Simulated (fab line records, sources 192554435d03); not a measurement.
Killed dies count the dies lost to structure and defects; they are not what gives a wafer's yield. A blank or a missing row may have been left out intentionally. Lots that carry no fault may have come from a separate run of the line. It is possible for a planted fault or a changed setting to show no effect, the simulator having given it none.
fab line records	flow n5-finfet
record lots=7	wafers=39
route steps=1938 shown ZERO_LAYER@4 ILD0@342 GATE_CUT@510 MOL_CONTACT_COAG@608 BEOL_M4@1037 BEOL_M5@1172 BEOL_M6@1236 BEOL_M8@1386 BEOL_M12@1616
start-h: the number of hours between the record's first day and the start of the first shown wafer of the lot	wait-h: hours from the lot's prior step to this one	" as in the row above	L1.1+2: a row that stands for several wafers	- value missing, or start not given	* or withheld: withheld	< > ~ a bound
route shown NAME@n: NAME is a module with steps in the file, n the number in the route of the first one	usual: average and standard deviation across the fault-free wafers	same: alike in all rows	chamber/n: place in a boat	sites: each site's reading	_std_site: standard deviation of those values	_edge_site: mean of outer sites minus mean of inner sites	radius-mm: for every site, how far away it sits from the centre of the wafer	mask NAME#n: copy n	behind: the most recent tool/chamber to have shaped the wafer	hold: cause of the lot's hold/its duration in hours/its outcome	device: names the non-switching transistor (n, p or np)	end of line: tests of these same wafers at the route's end	a step given without rows: its recipe and nothing more	killed: count of dies lost to structure and defects at first sort (not the wafer's yield)	map: a wafer's dies, marking killed ones x, the rest . and places with no die _
set.NAME: the run value of the setting; set.NAME@STEP: its run value at that earlier step	model.NAME: the simulator's own value behind a step, which no gauge read
lots whose settings were changed on purpose; a table a step, a row a wafer
## steps
# step N5_ZERO_LAYER_PECVD_02
# recipe material=SiO2	target-thk-a=100	temp-c=400	precursor=SiH4/N2O	pressure-torr=0.75	rf-w=275	time-s=6
lot.wafer	tool	chamber	start-h	wait-h	set.time-s	model.SiO2_of_ZERO_LAYER_PECVD_02.thk-nm
L075.1	pecvd-03	2	18.28	0.0	6	9.988
L075.2	"	1	"	"	6	9.953
L075.3	"	2	"	"	8.778	14.82
L075.4	"	1	"	"	8.778	14.71
L075.5	"	2	"	"	6	10.18
L075.6	"	1	"	"	8.778	14.65
L076.1	pecvd-03	0	24.28	0.0	3.252	5.425
L076.2	"	1	"	"	6	9.877
L076.3	"	1	"	"	3.252	5.326
L076.4	"	0	"	"	6	10.05
L076.5	"	0	"	"	6	10.03
L076.6	"	1	"	"	3.252	5.335
L085.2	pecvd-04	1	78.28	0.0	6	9.798
L085.3	"	2	"	"	6	9.649
L085.5	"	2	"	"	6	9.77
L089.1	pecvd-03	2	102.30	0.0	6	9.7
L089.2	"	0	"	"	6	10.17
L089.3	"	1	"	"	8.369	13.83
L089.4	"	0	"	"	8.369	14.01
L089.5	"	2	"	"	8.369	13.96
L089.6	"	1	"	"	6	9.872
L091.1	pecvd-02	0	114.30	0.0	6	9.787
L091.2	"	1	"	"	3.727	5.822
L091.3	"	2	"	"	6	9.866
L091.4	"	1	"	"	3.727	6.058
L091.5	"	2	"	"	3.727	6.2
L091.6	"	0	"	"	6	9.876
L095.1	pecvd-02	2	138.28	0.0	6	9.96
L095.2	"	1	"	"	6	10.01
L095.3	"	0	"	"	6	9.904
L095.4	"	2	"	"	3.749	6.53
L095.5	"	0	"	"	3.749	6.429
L095.6	"	1	"	"	3.749	6.17
L096.1	pecvd-03	1	144.31	0.0	2.837	4.639
L096.2	"	2	"	"	6	9.827
L096.3	"	0	"	"	2.837	4.716
L096.4	"	2	"	"	2.837	4.637
L096.5	"	1	"	"	6	9.86
L096.6	"	0	"	"	6	10.28
# step N5_ILD0_PRECLEAN_10
# recipe chemistry=NF3:NH3	afs-cycles=5	time-s=20	temp-c=30	sublimation-temp-c=180	sublimation-time-s=60	pressure-torr=3	rf-power-w=30
lot.wafer	tool	chamber	start-h	wait-h	set.time-s	model.SiO2_flowable_of_ILD0_FCVD_FILL_01.thk-nm
L075.1	remote-plasma-01	1	73.20	0.0	15.51	121.6
L075.2	"	1	"	"	20	119.2
L075.3	"	1	"	"	20	118.4
L075.4	"	1	"	"	20	118.2
L075.5	"	1	"	"	15.51	122.2
L075.6	"	1	"	"	15.51	122.8
L076.1	remote-plasma-01	0	77.42	0.0	20	121
L076.2+5	"	0	"	"	13.22	126.6
L076.3	"	0	"	"	13.22	125
L076.4	"	0	"	"	20	120.6
L076.6	"	0	"	"	20	120.8
L085.2	remote-plasma-02	1	130.10	0.1	20	120.8
L085.3	"	1	"	"	20	119.8
L085.5	"	1	"	"	20	120
L089.1	remote-plasma-01	0	151.90	0.0	20	119.8
L089.2	"	0	"	"	20	121.8
L089.3	"	0	"	"	20	121
L089.4	"	0	"	"	27.35	113.2
L089.5	"	0	"	"	27.35	115.2
L089.6	"	0	"	"	27.35	113.6
L091.1+3+5	remote-plasma-02	1	162.19	0.0	20	120.4
L091.2	"	1	"	"	20	120.2
L091.4	"	1	"	"	20	119.6
L091.6	"	1	"	"	20	118.8
L095.1	remote-plasma-01	0	187.98	0.0	10.12	129
L095.2	"	0	"	"	20	119.8
L095.3	"	0	"	"	20	120.2
L095.4	"	0	"	"	10.12	128.2
L095.5	"	0	"	"	10.12	128
L095.6	"	0	"	"	20	120.6
L096.1	remote-plasma-01	0	195.72	0.0	10.25	129
L096.2	"	0	"	"	10.25	128.4
L096.3	"	0	"	"	20	118
L096.4	"	0	"	"	10.25	127.2
L096.5	"	0	"	"	20	120.2
L096.6	"	0	"	"	20	117.4
# step N5_GATE_CUT_ALD_22
# recipe material=SiNx	target-thk-a=160	temp-c=400	ald-precursor-family=SiH2I2	ald-co-reactant=N2/H2-plasma	pulse-time-s=1	ald-cycles=320	purge-time-s=2	co-reactant-purge-time-s=2	pressure-torr=2
lot.wafer	tool	chamber	start-h	wait-h	set.ald-cycles	model.SiNx_of_GATE_CUT_ALD_22.thk-nm
L075.1+3	ald-sin-03	0,1	96.88	0.1	320	16
L075.2+5+6	"	2,2,3	"	"	509	25.6
L075.4	"	3	"	"	320	16.2
L076.1+2+4	ald-sin-02	2,1,0	100.86	0.0	320	16
L076.3+5+6	"	3,0,3	"	"	320	15.8
L085.2+3+5	ald-sin-02	0,2,3	152.92	0.4	320	16
L089.1+4+6	ald-sin-03	3,0,0	175.58	0.1	320	16
L089.2+5	"	1	"	"	189	9.4
L089.3	"	2	"	"	189	9.6
L091.1+6	ald-sin-04	3	185.71	0.2	449	22.6
L091.2+3+5	"	0,2,2	"	"	320	16
L091.4	"	1	"	"	449	22.4
L095.1+2+4+5+6	ald-sin-02	3,1,0,3,2	210.41	0.3	320	16
L095.3	"	2	"	"	320	16.2
L096.1+2+3	ald-sin-03	0,2,3	218.59	0.3	449	22.4
L096.4	"	1	"	"	320	15.8
L096.5+6	"	3,0	"	"	320	16
# step N5_GATE_CUT_CMP_23
# recipe stop-on=SiO2	t-overpolish-s=23.4	post-cmp-clean=alkaline-brush	down-force-psi=2.5	platen-rpm=51.8	pad-velocity-m-s=1.0307	target-thk-nm=16
# usual time-to-endpoint-s=19.4/2.9
lot.wafer	tool	chamber	start-h	wait-h	set.ald-cycles@GATE_CUT_ALD_22	time-to-endpoint-s
L075.4	cmp-02	0	98.37	0.8	320	20.1
L075.2	"	1	"	"	509	24.6
L075.3	"	2	"	"	320	16.8
L075.1	"	3	"	"	320	16.7
L075.5	"	0	"	"	509	30.9
L075.6	"	1	"	"	509	28.3
L076.4	cmp-02	1	102.34	0.8	320	16.4
L076.1	"	2	"	"	320	15.5
L076.2	"	3	"	"	320	17.2
L076.3	"	0	"	"	320	22.2
L076.6	"	1	"	"	320	14.2
L076.5	"	2	"	"	320	20.3
L085.3	cmp-02	2	154.45	0.8	320	19.5
L085.2	"	3	"	"	320	20.8
L085.5	"	2	"	"	320	19.3
L089.3	cmp-02	3	177.07	0.8	189	10.7
L089.4	"	0	"	"	320	19.9
L089.1	"	1	"	"	320	15.3
L089.2	"	2	"	"	189	11.9
L089.5	"	3	"	"	189	10.0
L089.6	"	0	"	"	320	17.6
L091.3	cmp-02	0	187.20	0.8	320	16.5
L091.1	"	1	"	"	449	23.6
L091.4	"	2	"	"	449	26.3
L091.2	"	3	"	"	320	18.3
L091.5	"	0	"	"	320	17.2
L091.6	"	1	"	"	449	21.6
L095.4	cmp-04	2	211.91	0.8	320	20.5
L095.1	"	3	"	"	320	19.5
L095.2	"	0	"	"	320	19.8
L095.3	"	1	"	"	320	17.9
L095.5	"	2	"	"	320	20.8
L095.6	"	3	"	"	320	20.3
L096.3	cmp-02	2	220.08	0.8	449	26.9
L096.1	"	3	"	"	449	26.9
L096.4	"	0	"	"	320	20.6
L096.2	"	1	"	"	449	26.6
L096.5	"	2	"	"	320	21.5
L096.6	"	3	"	"	320	20.4
# step N5_MOL_CONTACT_COAG_ALD_133
# recipe material=SiO2	target-thk-a=50	temp-c=100	ald-precursor-family=BDEAS	ald-co-reactant=O2-plasma	pulse-time-s=1	co-reactant-pulse-time-s=1	purge-time-s=2	co-reactant-purge-time-s=2	ald-cycles=35	pressure-torr=2
lot.wafer	tool	chamber	start-h	wait-h	set.ald-cycles	model.SiO2_of_MOL_CONTACT_COAG_ALD_133.thk-nm
L075.1+2	ald-sin-01	2,1	109.96	0.1	54	7.6
L075.3+5+6	"	3,1,2	"	"	35	5
L075.4	"	0	"	"	54	7.8
L076.1	ald-sin-04	3	115.32	0.2	54	7.8
L076.2+3	"	1,0	"	"	54	7.6
L076.4+5+6	"	2,3,0	"	"	35	5
L085.2+3+5	ald-sin-04	0,1,2	169.52	0.1	35	5
L089.1+2+4	ald-sin-01	0,2,3	193.17	0.1	15	2.2
L089.3+5+6	"	1,2,3	"	"	35	5
L091.1+2+3+4+5+6	ald-sin-04	2,1,3,0,0,1	199.99	0.2	35	5
L095.1+3+5	ald-sin-01	0,1,3	224.89	0.1	15	2.2
L095.2+4+6	"	2,3,2	"	"	35	5
L096.1+2+5	ald-sin-03	3,0,0	233.07	0.1	35	5
L096.3+4	"	2,1	"	"	20	3
L096.6	"	3	"	"	20	2.8
# step N5_BEOL_M4_DESCUM_16
# recipe chemistry=O2	time-s=7	source-power-w=50	bias-power-w=20	pressure-mtorr=20	rf-frequency-hz=2.712e+07	temp-c=40	resist=CAR-EUV	o2-flow-sccm=225
lot.wafer	tool	chamber	start-h	wait-h	set.time-s	model.CAR-EUV_of_BEOL_M4_COAT_05.thk-nm
L075.1	rie-diel-01	0	176.20	0.0	7	26.2
L075.2+5	"	2	"	"	10.76	24.2
L075.3	"	3	"	"	10.76	24
L075.4+6	"	1,3	"	"	7	26
L076.1+3+4+5	rie-diel-03	1,2,3,1	176.59	0.0	7	26
L076.2+6	"	0	"	"	7	26.2
L085.2+3	rie-diel-04	2,3	235.22	0.0	7	26
L085.5	"	0	"	"	7	26.2
L091.1	rie-diel-01	1	256.74	0.2	7	26
L091.2+3+6	"	3,0,1	"	"	4.79	27.2
L091.4+5	"	0,3	"	"	7	26.2
L089.1+5+6	rie-diel-01	0,3,2	263.93	0.0	9.043	25
L089.2+3+4	"	3,2,0	"	"	7	26
L095.1	rie-diel-03	1	319.34	0.0	7	25.8
L095.2+3+4+5+6	"	2,0,3,0,3	"	"	7	26
L096.1+4+6	rie-diel-01	2,0,3	322.94	0.0	7	26
L096.2+3+5	"	1,3,0	"	"	8.05	25.6
# step N5_BEOL_M4_ETCH_74
# recipe chemistry=N2/H2	target=underlayer	target-depth-a=65	mask-material=CAR-EUV	time-s=5.2	ion-energy-ev=200	pressure-mtorr=30	source-w=840	bias-w=150	n2-flow-sccm=200	h2-flow-sccm=200	ends=cleared
lot.wafer	tool	chamber	start-h	wait-h	set.time-s@BEOL_M4_DESCUM_16	model.CAR-EUV_of_BEOL_M4_COAT_05.thk-nm
L075.1+4	rie-diel-01	0,1	176.24	0.0	7	20.4
L075.2+5	"	2	"	"	10.76	18.4
L075.3	"	3	"	"	10.76	18.2
L075.6	"	3	"	"	7	20.2
L076.1+4+5	rie-diel-03	1,3,1	176.62	0.0	7	20.2
L076.2+3+6	"	0,2,0	"	"	7	20.4
L085.2+5	rie-diel-04	2,0	235.26	0.0	7	20.4
L085.3	"	3	"	"	7	20.2
L091.1+4+5	rie-diel-01	1,0,3	256.77	0.0	7	20.4
L091.2	"	3	"	"	4.79	21.4
L091.3+6	"	0,1	"	"	4.79	21.6
L089.1+5+6	rie-diel-01	0,3,2	263.97	0.0	9.043	19.2
L089.2+3+4	"	3,2,0	"	"	7	20.2
L095.1+2+4+5+6	rie-diel-03	1,2,3,0,3	319.37	0.0	7	20.2
L095.3	"	0	"	"	7	20.4
L096.1+4+6	rie-diel-01	2,0,3	322.98	0.0	7	20.2
L096.2+3+5	"	1,3,0	"	"	8.05	19.8
# step N5_BEOL_M5_ALD_86
# recipe material=TaN	target-thk-a=*	temp-c=275	ald-precursor-family=PDMAT	ald-co-reactant=NH3	pressure-torr=3	carrier-flow-sccm=1500	pulse-time-s=2	purge-time-s=3	co-reactant-purge-time-s=2	co-reactant-pulse-time-s=3	ald-cycles=30	precursor-vessel-temp-c=75	precursor-vessel-pressure-torr=26.25	precursor-vessel-carrier-sccm=1000
lot.wafer	tool	chamber	start-h	wait-h	set.ald-cycles	model.TaN_of_BEOL_M5_ALD_86.thk-nm
L075.1+3+5	ald-metal-03	0,3,0	196.20	0.1	48	*
L075.2+4+6	"	2,1,1	"	"	30	*
L076.1+3+4	ald-metal-02	1,0,3	203.12	0.1	39	*
L076.2+5	"	2,0	"	"	30	*
L076.6	"	1	"	"	30	*
L085.2+5	ald-metal-02	0,3	251.48	0.0	30	*
L085.3	"	1	"	"	30	*
L089.1+6	ald-metal-01	3,2	298.33	0.1	30	*
L089.2	"	2	"	"	30	*
L089.3+4+5	"	0,1,1	"	"	36	*
L091.1+3+6	ald-metal-02	2,1,0	298.58	0.3	36	*
L091.2+4+5	"	3,0,1	"	"	30	*
L095.1+6	ald-metal-03	2,3	346.53	0.0	38	*
L095.2	"	0	"	"	30	*
L095.3	"	1	"	"	38	*
L095.4+5	"	3,2	"	"	30	*
L096.1+2+4	ald-metal-01	1,0,2	350.28	0.1	14	*
L096.3	"	3	"	"	30	*
L096.5+6	"	1,2	"	"	30	*
# step N5_BEOL_M6_VIA_ETCH_34
# recipe chemistry=C4F6/O2	target=SiCOH_lowk	target-depth-a=1263	mask-material=SOC	taper-deg=4	time-s=50.9	ion-energy-ev=250	pressure-mtorr=30	source-w=345	bias-w=185	Ar_flow_sccm=300	C4F6_flow_sccm=10	O2_flow_sccm=10
lot.wafer	tool	chamber	start-h	wait-h	set.target-depth-a	model.etch.depth-nm	model.SOC_of_BEOL_M6_COAT_63.thk-nm
L075.1	rie-diel-04	3	209.16	0.0	700.5	69.26	56.4
L075.2	"	2	"	"	700.5	72.27	56.4
L075.3	"	0	"	"	1263	122.7	54
L075.4	"	3	"	"	1263	125.3	53.8
L075.5	"	0	"	"	1263	123.2	53.8
L075.6	"	2	"	"	700.5	72.74	56.4
L076.1	rie-diel-03	0	214.26	0.0	1263	129	53.8
L076.2	"	1	"	"	1263	125.2	53.6
L076.3	"	2	"	"	1263	130.4	53.4
L076.4	"	3	"	"	1263	128.8	53.4
L076.5	"	0	"	"	1263	128.1	53.8
L076.6	"	1	"	"	1263	125.3	53.8
L085.2	rie-diel-03	3	267.38	0.0	1263	129.2	53.8
L085.3	"	0	"	"	1263	127.3	53.8
L085.5	"	3	"	"	1263	128.9	53.8
L089.1	rie-diel-03	0	309.15	0.0	1951	198.4	50.8
L089.2	"	3	"	"	1263	129.2	53.6
L089.3	"	2	"	"	1263	129.8	53.6
L089.4	"	1	"	"	1951	202.3	50.2
L089.5	"	0	"	"	1263	128.4	54
L089.6	"	3	"	"	1951	198.3	50.2
L091.1	rie-diel-03	3	313.10	0.0	1263	127.3	53.4
L091.2	"	0	"	"	1263	128.3	53.8
L091.3	"	1	"	"	1263	130.6	53.6
L091.4	"	2	"	"	1263	130.7	53.2
L091.5	"	2	"	"	1263	129.5	53.4
L091.6	"	3	"	"	1263	127.4	53.6
L095.1	rie-diel-04	1	360.32	0.0	1263	127.6	54
L095.2	"	2	"	"	717.7	73.74	56.8
L095.3	"	0	"	"	717.7	70.87	56.8
L095.4	"	3	"	"	1263	124.6	54.2
L095.5	"	0	"	"	717.7	70.12	56.8
L095.6	"	3	"	"	1263	123.9	54.2
L096.1	rie-diel-01	1	360.43	0.0	1263	126.5	53.8
L096.2	"	3	"	"	776	77.8	56
L096.3	"	0	"	"	776	78.19	55.8
L096.4	"	2	"	"	1263	122.6	54
L096.5	"	2	"	"	1263	122	54.2
L096.6	"	3	"	"	776	77.35	56
# step N5_BEOL_M8_CURE_75
# recipe temp-c=370	time-s=120	ambient=DMADMS/He	material=SiCOH_lowk
# usual lamp-power-pct=52.31/0.058
lot.wafer	tool	chamber	start-h	wait-h	set.time-s	lamp-power-pct
L075.1	uv-cure-03	0	227.81	0.0	145.2	52.32
L075.2	"	0	"	"	145.2	52.34
L075.3	"	0	"	"	120	52.38
L075.4	"	0	"	"	145.2	52.43
L075.5	"	0	"	"	120	52.30
L075.6	"	0	"	"	120	52.32
L076.1	uv-cure-02	0	235.29	0.0	120	52.33
L076.2	"	0	"	"	120	52.38
L076.3	"	0	"	"	120	52.33
L076.4	"	0	"	"	120	52.33
L076.5	"	0	"	"	120	52.35
L076.6	"	0	"	"	120	52.32
L085.2	uv-cure-01	1	280.02	0.1	120	52.42
L085.3	"	1	"	"	120	52.35
L085.5	"	1	"	"	120	52.31
L089.1	uv-cure-02	1	325.56	0.0	78.32	52.36
L089.2	"	1	"	"	78.32	52.28
L089.3	"	1	"	"	78.32	52.26
L089.4	"	1	"	"	120	52.29
L089.5	"	1	"	"	120	52.32
L089.6	"	1	"	"	120	52.18
L091.1	uv-cure-01	2	328.55	0.1	120	52.26
L091.2	"	2	"	"	161.6	50.51
L091.3	"	2	"	"	120	52.30
L091.4	"	2	"	"	120	52.37
L091.5	"	2	"	"	161.6	50.49
L091.6	"	2	"	"	161.6	50.55
L096.1	uv-cure-02	1	376.82	0.0	140.2	51.43
L096.2	"	1	"	"	120	52.13
L096.3	"	1	"	"	140.2	51.47
L096.4	"	1	"	"	120	52.36
L096.5	"	1	"	"	140.2	51.42
L096.6	"	1	"	"	120	52.37
L095.1	uv-cure-02	1	381.62	0.0	120	52.32
L095.2	"	1	"	"	180.6	49.68
L095.3	"	1	"	"	120	52.31
L095.4	"	1	"	"	120	52.22
L095.5	"	1	"	"	180.6	49.74
L095.6	"	1	"	"	180.6	49.68
# step N5_BEOL_M12_ETCH_59
# recipe chemistry=N2/H2	target=BARC	target-depth-a=890	overetch-a=267	time-s=67.9	ion-energy-ev=200	pressure-mtorr=30	source-w=840	bias-w=150	n2-flow-sccm=200	h2-flow-sccm=200
lot.wafer	tool	chamber	start-h	wait-h	set.target-depth-a	model.coat_of_BEOL_M12_COAT_04.thk-nm
L075.1	rie-diel-04	1	263.38	0.0	1255	298.2
L075.2	"	3	"	"	890	319.8
L075.3	"	0	"	"	1255	300.4
L075.4+5	"	3,1	"	"	890	319.2
L075.6	"	0	"	"	1255	301.8
L076.1	rie-diel-01	2	271.13	0.0	1385	293.6
L076.2	"	3	"	"	890	317.4
L076.3	"	0	"	"	890	321.8
L076.4	"	3	"	"	1385	288.2
L076.5	"	0	"	"	1385	294.6
L076.6	"	2	"	"	890	317
L085.2	rie-diel-04	1	310.71	0.0	890	317.2
L085.3	"	2	"	"	890	315
L085.5	"	3	"	"	890	317
L089.1	rie-diel-03	0	352.51	0.0	890	316.8
L089.2	"	3	"	"	1418	285.8
L089.3	"	1	"	"	890	315
L089.4	"	2	"	"	1418	283.4
L089.5	"	0	"	"	1418	286.8
L089.6	"	3	"	"	890	315.2
L091.1	rie-diel-04	2	354.93	0.0	890	318.4
L091.2	"	3	"	"	751.6	328.8
L091.3	"	1	"	"	890	319
L091.4	"	0	"	"	751.6	328.6
L091.5	"	1	"	"	890	318.2
L091.6	"	2	"	"	751.6	326.6
L096.1	rie-diel-01	2	408.26	0.0	890	316.8
L096.2	"	1	"	"	648	330.6
L096.3	"	0	"	"	890	318.6
L096.4	"	3	"	"	648	331.6
L096.5	"	1	"	"	648	332
L096.6	"	2	"	"	890	315.8
L095.1	rie-diel-03	1	411.75	0.0	890	315
L095.2	"	0	"	"	497.1	339.6
L095.3	"	3	"	"	497.1	337.8
L095.4	"	2	"	"	890	315.6
L095.5	"	3	"	"	890	315.8
L095.6	"	2	"	"	497.1	337.4
# step N5_BEOL_M12_VIA_ETCH_16
# recipe chemistry=C4F8/O2/Ar	target=SiOC	pressure-mtorr=30	source-w=3000	bias-w=700	Ar_flow_sccm=400	C4F8_flow_sccm=15	O2_flow_sccm=8	he-inner-torr=15	he-outer-torr=30	target-depth-a=7248	time-s=withheld	ion-energy-ev=250	ends=cleared
lot.wafer	tool	chamber	start-h	wait-h	set.target-depth-a@BEOL_M12_ETCH_59	model.coat_of_BEOL_M12_COAT_04.thk-nm
L075.1	rie-diel-04	1	263.44	0.0	1255	110
L075.2	"	3	"	"	890	128.4
L075.3	"	0	"	"	1255	111.2
L075.4	"	3	"	"	890	124.6
L075.5	"	1	"	"	890	124.2
L075.6	"	0	"	"	1255	108.6
L076.1	rie-diel-01	2	271.18	0.0	1385	100.4
L076.2	"	3	"	"	890	125.2
L076.3	"	0	"	"	890	129.2
L076.4	"	3	"	"	1385	93.8
L076.5	"	0	"	"	1385	101.4
L076.6	"	2	"	"	890	121.4
L085.2	rie-diel-04	1	310.77	0.0	890	125
L085.3	"	2	"	"	890	123.6
L085.5	"	3	"	"	890	121.6
L089.1	rie-diel-03	0	352.56	0.0	890	124.2
L089.2	"	3	"	"	1418	93.6
L089.3	"	1	"	"	890	121.4
L089.4	"	2	"	"	1418	88.2
L089.5	"	0	"	"	1418	92
L089.6	"	3	"	"	890	119.6
L091.1	rie-diel-04	2	354.98	0.0	890	128.4
L091.2	"	3	"	"	751.6	138
L091.3	"	1	"	"	890	126.8
L091.4	"	0	"	"	751.6	138.4
L091.5	"	1	"	"	890	124.4
L091.6	"	2	"	"	751.6	133.2
L096.1	rie-diel-01	2	408.32	0.0	890	123.6
L096.2	"	1	"	"	648	133
L096.3	"	0	"	"	890	121.6
L096.4	"	3	"	"	648	134.6
L096.5	"	1	"	"	648	132
L096.6	"	2	"	"	890	117
L095.1	rie-diel-03	1	411.80	0.0	890	123.4
L095.2	"	0	"	"	497.1	144
L095.3	"	3	"	"	497.1	142.4
L095.4	"	2	"	"	890	117
L095.5	"	3	"	"	890	119.2
L095.6	"	2	"	"	497.1	139.6
# step N5_BEOL_M12_STRIP_63
# recipe chemistry=N2/H2	power-w=1000	temp-c=250	h2-frac=0.65	overash-fraction=0.3	pressure-mtorr=1000	n2-flow-sccm=1750	h2-flow-sccm=3250
# usual strip-time-to-endpoint-s=42.4/0.93
lot.wafer	tool	chamber	start-h	wait-h	set.target-depth-a@BEOL_M12_ETCH_59	strip-time-to-endpoint-s
L075.1	plasma-asher-01	0	263.63	-	1255	38.9
L075.2	"	1	"	"	890	43.9
L075.3	"	0	"	"	1255	39.3
L075.4	"	1	"	"	890	42.9
L075.5	"	1	"	"	890	42.8
L075.6	"	0	"	"	1255	38.6
L076.1	plasma-asher-01	1	271.38	-	1385	36.3
L076.2	"	0	"	"	890	43.1
L076.3	"	0	"	"	890	44.1
L076.4	"	1	"	"	1385	34.5
L076.5	"	1	"	"	1385	36.6
L076.6	"	0	"	"	890	42.1
L085.2	plasma-asher-02	0	311.23	-	890	43.0
L085.3	"	1	"	"	890	42.6
L085.5	"	1	"	"	890	42.1
L089.1	plasma-asher-01	0	352.76	-	890	42.8
L089.2	"	1	"	"	1418	34.4
L089.3	"	1	"	"	890	42.1
L089.4	"	0	"	"	1418	32.9
L089.5	"	0	"	"	1418	34.0
L089.6	"	1	"	"	890	41.6
L091.1	plasma-asher-01	0	355.18	-	890	43.9
L091.2	"	1	"	"	751.6	46.5
L091.3	"	0	"	"	890	43.5
L091.4	"	1	"	"	751.6	46.6
L091.5	"	0	"	"	890	42.9
L091.6	"	1	"	"	751.6	45.2
L096.1	plasma-asher-02	1	408.57	-	890	42.6
L096.2	"	0	"	"	648	45.2
L096.3	"	0	"	"	890	42.1
L096.4	"	1	"	"	648	45.6
L096.5	"	0	"	"	648	44.9
L096.6	"	1	"	"	890	40.8
L095.1	plasma-asher-02	0	412.33	-	890	42.6
L095.2	"	1	"	"	497.1	48.1
L095.3	"	0	"	"	497.1	47.7
L095.4	"	1	"	"	890	40.8
L095.5	"	0	"	"	890	41.5
L095.6	"	1	"	"	497.1	46.9
## key
split step=N5_ZERO_LAYER_PECVD_02	setting=time-s	stated=6	by=wafer
response step=N5_ZERO_LAYER_PECVD_02	reading=model.SiO2_of_ZERO_LAYER_PECVD_02.thk-nm	change=+0.1	per=1%	r=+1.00
split step=N5_ILD0_PRECLEAN_10	setting=time-s	stated=20	by=wafer
response step=N5_ILD0_PRECLEAN_10	reading=model.SiO2_flowable_of_ILD0_FCVD_FILL_01.thk-nm	change=-0.177	per=1%	r=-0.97
split step=N5_GATE_CUT_ALD_22	setting=ald-cycles	stated=320	by=wafer
response step=N5_GATE_CUT_ALD_22	reading=model.SiNx_of_GATE_CUT_ALD_22.thk-nm	change=+0.161	per=1%	r=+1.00
response step=N5_GATE_CUT_CMP_23	reading=time-to-endpoint-s	change=*	per=1%	r=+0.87
split step=N5_MOL_CONTACT_COAG_ALD_133	setting=ald-cycles	stated=35	by=wafer
response step=N5_MOL_CONTACT_COAG_ALD_133	reading=model.SiO2_of_MOL_CONTACT_COAG_ALD_133.thk-nm	change=+0.049	per=1%	r=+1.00
split step=N5_BEOL_M4_DESCUM_16	setting=time-s	stated=7	by=wafer
response step=N5_BEOL_M4_DESCUM_16	reading=model.CAR-EUV_of_BEOL_M4_COAT_05.thk-nm	change=-0.0348	per=1%	r=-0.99
response step=N5_BEOL_M4_ETCH_74	reading=model.CAR-EUV_of_BEOL_M4_COAT_05.thk-nm	change=-0.036	per=1%	r=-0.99
split step=N5_BEOL_M5_ALD_86	setting=ald-cycles	stated=30	by=wafer
response step=N5_BEOL_M5_ALD_86	reading=model.TaN_of_BEOL_M5_ALD_86.thk-nm	change=*	per=1%	r=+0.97
split step=N5_BEOL_M6_VIA_ETCH_34	setting=target-depth-a	stated=1263	by=wafer
response step=N5_BEOL_M6_VIA_ETCH_34	reading=model.etch.depth-nm	change=+1.24	per=1%	r=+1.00
response step=N5_BEOL_M6_VIA_ETCH_34	reading=model.SOC_of_BEOL_M6_COAT_63.thk-nm	change=-0.0583	per=1%	r=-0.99
split step=N5_BEOL_M8_CURE_75	setting=time-s	stated=120	by=wafer
response step=N5_BEOL_M8_CURE_75	reading=lamp-power-pct	shape=bent	at-lowest=*	at-stated=*	at-highest=*
split step=N5_BEOL_M12_ETCH_59	setting=target-depth-a	stated=890	by=wafer
response step=N5_BEOL_M12_ETCH_59	reading=model.coat_of_BEOL_M12_COAT_04.thk-nm	change=-0.5	per=1%	r=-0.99
response step=N5_BEOL_M12_VIA_ETCH_16	reading=model.coat_of_BEOL_M12_COAT_04.thk-nm	change=-0.482	per=1%	r=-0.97
response step=N5_BEOL_M12_STRIP_63	reading=strip-time-to-endpoint-s	change=*	per=1%	r=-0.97
